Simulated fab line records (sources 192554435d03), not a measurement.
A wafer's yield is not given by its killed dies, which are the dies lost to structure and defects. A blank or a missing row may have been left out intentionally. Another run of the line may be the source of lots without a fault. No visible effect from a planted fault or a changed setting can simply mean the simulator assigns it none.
fab line records + flow n5-finfet + part 2 of 2: steps 5 to 6 of 6
record
- lots=21
- wafers=63
- last-day=18
route steps=1938 shown HKMG_FIN@457 GATE_CUT@469 MOL_CONTACT_COAG@531
lots that met no fault: from a run of the same line without faults
start-h: the number of hours between the record's first day and the start of the first shown wafer of the lot + wait-h: hours from the lot's prior step to this one + " the same as in the row above + L1.1+2: one row covering several wafers at once + - value missing, or start not given + * or withheld: withheld + < > ~ a bound
route shown NAME@n: NAME is a module with steps in the file, n the number in the route of the first one + usual: mean and standard deviation over wafers with no fault + same: alike in all rows + chamber/n: place in a boat + sites: each site's reading + _std_site: how widely they spread, as a standard deviation + _edge_site: outer sites' mean less inner sites' + radius-mm: how far each site lies from the wafer's centre + mask NAME#n: copy n + behind: tool/chamber where the wafer was last shaped + hold: why the lot was held/for how many hours/how that ended + device: the n, p or np transistor that did not switch + end of line: the tests these same wafers got at the end of their route + a step with no rows: only its recipe + killed: dies lost to structure and defects at the first sort, not the wafer's yield + map: a wafer's dies, x killed, . not, _ none there
set.NAME: the setting that was run; set.NAME@STEP: the one run at that earlier step + model.NAME: the simulator's own value behind a step, which no gauge read
route steps across a sampled set of lots; one table per step, one row per wafer
services: a tool's chamber out of use, with start hour (start-h, from the record's first day; less than 0 if before it), hours out, and reason
## steps
# step N5_GATE_CUT_VAPOR_ETCH_49
# recipe
- chemistry=BCl3/Cl2
- target=TiAlC
- mode=isotropic
# usual
- drypump-motor-current-A=5.7/0.34
- oes-product-au=0.79/0.087
| lot.wafer | tool         | chamber | start-h | wait-h | drypump-motor-current-A | oes-product-au |
|-----------|--------------|---------|---------|--------|-------------------------|----------------|
| L074.1    | rie-metal-02 | 1       | 84.31   | 0.0    | 6.3                     | 0.78           |
| L074.2    | "            | 0       | "       | "      | 5.6                     | 0.79           |
| L074.3    | "            | 1       | "       | "      | 6.3                     | 0.79           |
| L075.1    | rie-metal-03 | 1       | 94.53   | 0.0    | 5.9                     | 0.81           |
| L075.4    | "            | 0       | "       | "      | 5.6                     | 0.81           |
| L075.6    | "            | 1       | "       | "      | 5.9                     | 0.82           |
| L076.3    | rie-metal-03 | 1       | 95.52   | 0.0    | 5.9                     | 0.81           |
| L076.4    | "            | 0       | "       | "      | 5.6                     | 0.80           |
| L076.5    | "            | 0       | "       | "      | 5.6                     | 0.81           |
| L077.4    | rie-metal-01 | 1       | 105.26  | 0.0    | 5.5                     | 0.60           |
| L077.5    | "            | 1       | "       | "      | 5.5                     | 0.61           |
| L077.6    | "            | 0       | "       | "      | 5.1                     | 0.95           |
| L078.2    | rie-metal-02 | 0       | 112.78  | 0.0    | 5.7                     | 0.78           |
| L078.4    | "            | 0       | "       | "      | 5.6                     | 0.79           |
| L078.5    | "            | 1       | "       | "      | 6.3                     | 0.79           |
| L079.1    | rie-metal-01 | 0       | 115.22  | 0.0    | 5.2                     | 0.94           |
| L079.2    | "            | 1       | "       | "      | 5.5                     | 0.60           |
| L079.3    | "            | 0       | "       | "      | 5.2                     | 0.94           |
| L080.2    | rie-metal-03 | 1       | 124.19  | 0.0    | 5.9                     | 0.81           |
| L080.4    | "            | 1       | "       | "      | 5.9                     | 0.82           |
| L080.5    | "            | 1       | "       | "      | 5.9                     | 0.81           |
| L081.2    | rie-metal-03 | 1       | 126.37  | 0.0    | 6.0                     | 0.80           |
| L081.3    | "            | 1       | "       | "      | 6.0                     | 0.81           |
| L081.5    | "            | 0       | "       | "      | 5.6                     | 0.79           |
| L082.1    | rie-metal-01 | 0       | 135.27  | 0.0    | 5.1                     | 0.93           |
| L082.4    | "            | 1       | "       | "      | 5.5                     | 0.61           |
| L082.6    | "            | 0       | "       | "      | 5.1                     | 0.93           |
| L083.1    | rie-metal-01 | 0       | 139.80  | 0.0    | 5.2                     | 0.92           |
| L083.3    | "            | 0       | "       | "      | 5.2                     | 0.93           |
| L083.4    | "            | 1       | "       | "      | 5.5                     | 0.60           |
| L085.1    | rie-metal-03 | 1       | 151.98  | 0.0    | 5.9                     | 0.79           |
| L085.2    | "            | 0       | "       | "      | 5.6                     | 0.79           |
| L085.3    | "            | 1       | "       | "      | 6.0                     | 0.80           |
| L086.3    | rie-metal-03 | 1       | 158.37  | 0.0    | 5.9                     | 0.81           |
| L086.4    | "            | 0       | "       | "      | 5.6                     | 0.79           |
| L086.6    | "            | 0       | "       | "      | 5.6                     | 0.80           |
| L087.2    | rie-metal-03 | 0       | 165.26  | 0.0    | 5.6                     | 0.79           |
| L087.3    | "            | 0       | "       | "      | 5.6                     | 0.79           |
| L087.4    | "            | 1       | "       | "      | 5.9                     | 0.80           |
| L089.2    | rie-metal-01 | 0       | 176.51  | 0.0    | 5.2                     | 0.91           |
| L089.4    | "            | 1       | "       | "      | 5.5                     | 0.60           |
| L089.5    | "            | 0       | "       | "      | 5.2                     | 0.91           |
| L090.1    | rie-metal-03 | 0       | 184.72  | 0.0    | 5.6                     | 0.80           |
| L090.2    | "            | 1       | "       | "      | 5.9                     | 0.81           |
| L090.3    | "            | 1       | "       | "      | 5.9                     | 0.80           |
| L091.1    | rie-metal-02 | 1       | 193.79  | 0.0    | 6.3                     | 0.78           |
| L091.5    | "            | 0       | "       | "      | 5.7                     | 0.76           |
| L091.6    | "            | 1       | "       | "      | 6.3                     | 0.78           |
| L092.1    | rie-metal-02 | 1       | 194.14  | 0.0    | 6.3                     | 0.78           |
| L092.3    | "            | 0       | "       | "      | 5.6                     | 0.77           |
| L092.4    | "            | 1       | "       | "      | 6.3                     | 0.77           |
| L093.2    | rie-metal-03 | 1       | 202.94  | 0.0    | 5.9                     | 0.80           |
| L093.4    | "            | 1       | "       | "      | 5.9                     | 0.80           |
| L093.6    | "            | 1       | "       | "      | 5.9                     | 0.79           |
| L094.2    | rie-metal-03 | 1       | 205.30  | 0.0    | 5.9                     | 0.79           |
| L094.3    | "            | 1       | "       | "      | 5.9                     | 0.78           |
| L094.5    | "            | 1       | "       | "      | 5.9                     | 0.79           |
| L096.1    | rie-metal-03 | 0       | 225.46  | 0.0    | 5.6                     | 0.78           |
| L096.4    | "            | 1       | "       | "      | 5.9                     | 0.78           |
| L096.6    | "            | 1       | "       | "      | 5.9                     | 0.78           |
| L097.2    | rie-metal-01 | 1       | 230.01  | 0.0    | 5.5                     | 0.96           |
| L097.5    | "            | 0       | "       | "      | 5.2                     | 0.87           |
| L097.6    | "            | 1       | "       | "      | 5.5                     | 0.96           |
# step N5_MOL_CONTACT_COAG_ETCH_105
# recipe
- chemistry=CF4
- target=SiARC
- target-depth-a=156
- mask-material=CAR-EUV
- time-s=26
- ion-energy-ev=80
- pressure-mtorr=40
- source-w=545
- bias-w=36
- Ar_flow_sccm=100
- cf4-flow-sccm=100
- ends=cleared
# usual
- drypump-motor-current-A=5.4/0.43
- etch-rf-on-time-s=26.3/1.2
- mfc-ar-sccm=100.00/0.3
- oes-product-au=0.69/0.056
- rf-vpp-V=184.6/1.1
- showerhead-plenum-p-Torr=2.18/0.068
- throttle-valve-pct=15.57/0.22
| lot.wafer | tool        | chamber | start-h | wait-h | drypump-motor-current-A | etch-rf-on-time-s | mfc-ar-sccm | oes-product-au | rf-hours-counter-h | rf-vpp-V | showerhead-plenum-p-Torr | throttle-valve-pct |
|-----------|-------------|---------|---------|--------|-------------------------|-------------------|-------------|----------------|--------------------|----------|--------------------------|--------------------|
| L074.1    | rie-diel-02 | 3       | 87.70   | 0.0    | 5.2                     | 24.6              | 99.70       | 0.69           | 103                | 184.6    | 2.16                     | 15.68              |
| L074.2    | "           | 1       | "       | "      | 5.0                     | 28.0              | 100.09      | 0.68           | 70                 | 184.6    | 2.27                     | 15.51              |
| L074.3    | "           | 2       | "       | "      | 6.4                     | 26.8              | 99.60       | 0.75           | 27                 | 185.7    | 2.27                     | 15.44              |
| L075.1    | rie-diel-02 | 3       | 98.26   | 0.0    | 5.2                     | 24.0              | 99.77       | 0.70           | 106                | 183.6    | 2.16                     | 15.66              |
| L075.4    | "           | 2       | "       | "      | 6.4                     | 26.7              | 99.48       | 0.74           | 30                 | 186.1    | 2.27                     | 15.46              |
| L075.6    | "           | 1       | "       | "      | 5.0                     | 27.6              | 99.55       | 0.69           | -                  | 186.6    | 2.27                     | 15.50              |
| L076.3    | rie-diel-05 | 0       | 100.10  | 0.0    | 5.4                     | 23.9              | 100.06      | 0.83           | 23                 | 183.1    | 2.10                     | 15.55              |
| L076.4    | "           | 2       | "       | "      | 5.2                     | 27.5              | 100.18      | 0.60           | 222                | 185.4    | 2.19                     | 15.59              |
| L076.5    | "           | 0       | "       | "      | 5.4                     | 24.2              | 99.96       | 0.82           | -                  | 183.3    | 2.10                     | 15.56              |
| L077.4    | rie-diel-05 | 2       | 109.90  | 0.0    | 5.1                     | 27.3              | 99.84       | 0.59           | 225                | 184.6    | 2.19                     | 15.59              |
| L077.5    | "           | 0       | "       | "      | 5.4                     | 24.0              | 100.31      | 0.81           | -                  | 184.1    | 2.10                     | 15.56              |
| L077.6    | "           | 1       | "       | "      | 5.6                     | 25.8              | 100.47      | 0.68           | -                  | 184.5    | 2.24                     | 15.18              |
| L078.2    | rie-diel-02 | 0       | 116.75  | 0.0    | 4.9                     | 25.7              | 100.23      | 0.67           | 136                | 184.3    | 2.14                     | 15.49              |
| L078.4    | "           | 1       | "       | "      | 5.0                     | 27.7              | 99.90       | 0.68           | 80                 | 184.7    | 2.26                     | 15.50              |
| L078.5    | "           | 2       | "       | "      | 6.4                     | 26.6              | 100.22      | 0.75           | -                  | 185.7    | 2.27                     | 15.47              |
| L079.1    | rie-diel-01 | 1       | 118.56  | 0.0    | 5.7                     | 26.5              | 100.26      | 0.79           | 5                  | 184.5    | 2.28                     | 15.68              |
| L079.2    | "           | 3       | "       | "      | 5.7                     | 26.7              | 100.46      | 0.67           | 94                 | 183.3    | 2.18                     | 15.94              |
| L079.3    | "           | 0       | "       | "      | 6.0                     | 26.3              | 100.24      | 0.60           | 222                | 182.8    | 2.01                     | 15.77              |
| L080.2    | rie-diel-02 | 3       | 131.77  | 0.0    | 5.2                     | 24.2              | 100.17      | 0.69           | 118                | 184.3    | 2.16                     | 15.69              |
| L080.4    | "           | 2       | "       | "      | 6.3                     | 26.7              | 100.36      | 0.73           | 42                 | 185.2    | 2.26                     | 15.48              |
| L080.5    | "           | 2       | "       | "      | 6.3                     | 26.8              | 100.15      | 0.73           | -                  | 186.7    | 2.26                     | 15.49              |
| L081.2    | rie-diel-01 | 1       | 131.87  | 0.0    | 5.7                     | 26.6              | 99.81       | 0.78           | 9                  | 186.8    | 2.28                     | 15.71              |
| L081.3    | "           | 0       | "       | "      | 6.0                     | 26.3              | 100.35      | 0.60           | 226                | 184.6    | 2.01                     | 15.77              |
| L081.5    | "           | 3       | "       | "      | 5.7                     | 26.7              | 99.97       | 0.67           | -                  | 183.7    | 2.18                     | 15.95              |
| L082.1    | rie-diel-02 | 1       | 138.50  | 0.0    | 5.0                     | 28.2              | 100.03      | 0.67           | 88                 | 186.5    | 2.26                     | 15.54              |
| L082.4    | "           | 3       | "       | "      | 5.2                     | 24.2              | 99.81       | 0.68           | -                  | 184.7    | 2.16                     | 15.70              |
| L082.6    | "           | 0       | "       | "      | 4.9                     | 26.1              | 99.55       | 0.66           | -                  | 183.9    | 2.14                     | 15.49              |
| L083.1    | rie-diel-05 | 3       | 143.26  | 0.0    | 5.1                     | 25.4              | 100.32      | 0.74           | 65                 | 185.0    | 2.17                     | 15.62              |
| L083.3    | "           | 0       | "       | "      | 5.4                     | 23.6              | 100.17      | 0.81           | 37                 | 182.8    | 2.09                     | 15.58              |
| L083.4    | "           | 2       | "       | "      | 5.2                     | 26.8              | 99.57       | 0.59           | 236                | 185.4    | 2.19                     | 15.60              |
| L085.1    | rie-diel-01 | 3       | 155.22  | 0.0    | 5.7                     | 26.2              | 99.66       | 0.67           | 108                | 184.4    | 2.17                     | 15.97              |
| L085.2    | "           | 0       | "       | "      | 6.0                     | 26.3              | 99.44       | 0.60           | 234                | 182.8    | 2.01                     | 15.82              |
| L085.3    | "           | 1       | "       | "      | 5.7                     | 26.8              | 99.74       | 0.76           | 17                 | 186.7    | 2.27                     | 15.74              |
| L086.3    | rie-diel-05 | 3       | 162.42  | 0.0    | 5.1                     | 25.7              | 100.27      | 0.72           | 73                 | 184.0    | 2.17                     | 15.66              |
| L086.4    | "           | 3       | "       | "      | 5.1                     | 25.8              | 100.52      | 0.72           | -                  | 186.0    | 2.17                     | 15.63              |
| L086.6    | "           | 1       | "       | "      | 5.6                     | 25.9              | 99.80       | 0.67           | -                  | 185.0    | 2.23                     | 15.22              |
| L087.2    | rie-diel-01 | 3       | 169.49  | 0.0    | 5.7                     | 26.7              | 100.30      | 0.65           | 114                | 184.7    | 2.17                     | 15.98              |
| L087.3    | "           | 1       | "       | "      | 5.7                     | 26.7              | 99.54       | 0.75           | 23                 | 186.0    | 2.27                     | 15.73              |
| L087.4    | "           | 2       | "       | "      | 5.2                     | 27.8              | 100.17      | 0.66           | 81                 | 182.2    | 2.16                     | 15.21              |
| L089.2    | rie-diel-01 | 2       | 181.48  | 0.0    | 5.2                     | 28.3              | 99.92       | 0.65           | 86                 | 184.2    | 2.16                     | 15.24              |
| L089.4    | "           | 0       | "       | "      | 6.0                     | 26.4              | 99.99       | 0.59           | 246                | 182.9    | 2.00                     | 15.81              |
| L089.5    | "           | 3       | "       | "      | 5.7                     | 27.0              | 100.09      | 0.65           | -                  | 182.7    | 2.17                     | 15.97              |
| L090.1    | rie-diel-05 | 3       | 188.07  | 0.0    | 5.1                     | 25.6              | 100.11      | 0.71           | 83                 | 184.6    | 2.16                     | 15.68              |
| L090.2    | "           | 0       | "       | "      | 5.4                     | 24.3              | 100.31      | 0.77           | 55                 | 183.0    | 2.09                     | 15.62              |
| L090.3    | "           | 1       | "       | "      | 5.6                     | 25.8              | 99.24       | 0.66           | 139                | 185.8    | 2.23                     | 15.23              |
| L091.1    | rie-diel-02 | 2       | 197.14  | 0.0    | 6.3                     | 26.7              | 100.06      | 0.70           | 60                 | 186.1    | 2.26                     | 15.52              |
| L091.5    | "           | 2       | "       | "      | 6.3                     | 26.5              | 99.42       | 0.71           | -                  | 186.1    | 2.26                     | 15.52              |
| L091.6    | "           | 3       | "       | "      | 5.2                     | 24.6              | 99.73       | 0.66           | -                  | 185.3    | 2.15                     | 15.75              |
| L092.1    | rie-diel-05 | 3       | 198.80  | 0.0    | 5.1                     | 26.2              | 100.13      | 0.71           | 88                 | 184.1    | 2.16                     | 15.68              |
| L092.3    | "           | 0       | "       | "      | 5.4                     | 24.8              | 99.84       | 0.76           | 60                 | 183.4    | 2.09                     | 15.63              |
| L092.4    | "           | 1       | "       | "      | 5.6                     | 26.5              | 99.98       | 0.64           | -                  | 185.9    | 2.22                     | 15.22              |
| L093.2    | rie-diel-01 | 3       | 206.30  | 0.0    | 5.7                     | 26.8              | 99.79       | 0.64           | 129                | 184.1    | 2.17                     | 16.01              |
| L093.4    | "           | 2       | "       | "      | 5.2                     | 27.8              | 100.39      | 0.65           | -                  | 183.4    | 2.15                     | 15.26              |
| L093.6    | "           | 3       | "       | "      | 5.7                     | 26.5              | 100.57      | 0.64           | -                  | 184.8    | 2.17                     | 16.01              |
| L094.2    | rie-diel-05 | 0       | 208.91  | 0.0    | 5.4                     | 24.6              | 100.12      | 0.75           | 64                 | 183.1    | 2.09                     | 15.64              |
| L094.3    | "           | 3       | "       | "      | 5.1                     | 26.0              | 100.28      | 0.70           | 92                 | 183.6    | 2.16                     | 15.69              |
| L094.5    | "           | 3       | "       | "      | 5.1                     | 26.0              | 100.20      | 0.70           | -                  | 184.6    | 2.16                     | 15.69              |
| L096.1    | rie-diel-01 | 1       | 230.09  | 0.0    | 5.7                     | 26.7              | 99.98       | 0.72           | 47                 | 185.6    | 2.26                     | 15.79              |
| L096.4    | "           | 3       | "       | "      | 5.7                     | 26.3              | 100.46      | 0.64           | 138                | 184.6    | 2.16                     | 16.04              |
| L096.6    | "           | 0       | "       | "      | 6.0                     | 25.2              | 99.90       | 0.84           | -                  | 185.8    | 2.25                     | 15.29              |
| L097.2    | rie-diel-02 | 1       | 233.77  | 0.0    | 5.0                     | 28.2              | 99.81       | 0.64           | 115                | 184.9    | 2.25                     | 15.59              |
| L097.5    | "           | 1       | "       | "      | 5.0                     | 28.3              | 100.17      | 0.65           | -                  | 187.6    | 2.25                     | 15.60              |
| L097.6    | "           | 0       | "       | "      | 4.8                     | 26.0              | 99.84       | 0.64           | -                  | 183.9    | 2.13                     | 15.55              |
## services
| tool        | chamber | start-h | hours | kind   |
|-------------|---------|---------|-------|--------|
| rie-diel-04 | 0       | 66.29   | 10.2  | repair |
| cvd-w-02    | -       | 74.17   | 1.2   | repair |
| rie-diel-04 | 2       | 90.08   | 1.8   | repair |
| rie-diel-03 | 3       | 92.22   | 7.2   | repair |
| rie-diel-05 | -       | 112.03  | 4.3   | pm     |
| cmp-01      | -       | 112.97  | 4.0   | pm     |
| cmp-01      | -       | 116.97  | 6.3   | pm     |
| rie-diel-02 | 2       | 136.70  | 8.8   | repair |
| rie-diel-04 | -       | 136.74  | 2.8   | pm     |
| cmp-04      | -       | 146.17  | 0.8   | repair |
| cmp-01      | -       | 147.64  | 1.0   | repair |
| rie-diel-02 | -       | 154.74  | 14.6  | pm     |
| rie-diel-04 | 2       | 157.46  | 2.1   | repair |
| rie-diel-05 | 2       | 159.38  | 5.2   | repair |
| cvd-w-02    | 1       | 164.06  | 4.4   | repair |
| rie-diel-02 | 1       | 170.92  | 3.2   | repair |
| cvd-w-01    | -       | 173.85  | 14.6  | pm     |
| rie-diel-06 | 2       | 178.37  | 10.6  | repair |
| cmp-01      | -       | 195.35  | 3.5   | repair |
| rie-diel-02 | -       | 201.05  | 2.8   | pm     |
| rie-diel-06 | -       | 201.59  | 2.8   | pm     |
| rie-diel-04 | 0       | 209.83  | 5.8   | repair |
| cmp-01      | -       | 228.23  | 0.9   | repair |
| cmp-01      | -       | 230.09  | 1.5   | repair |
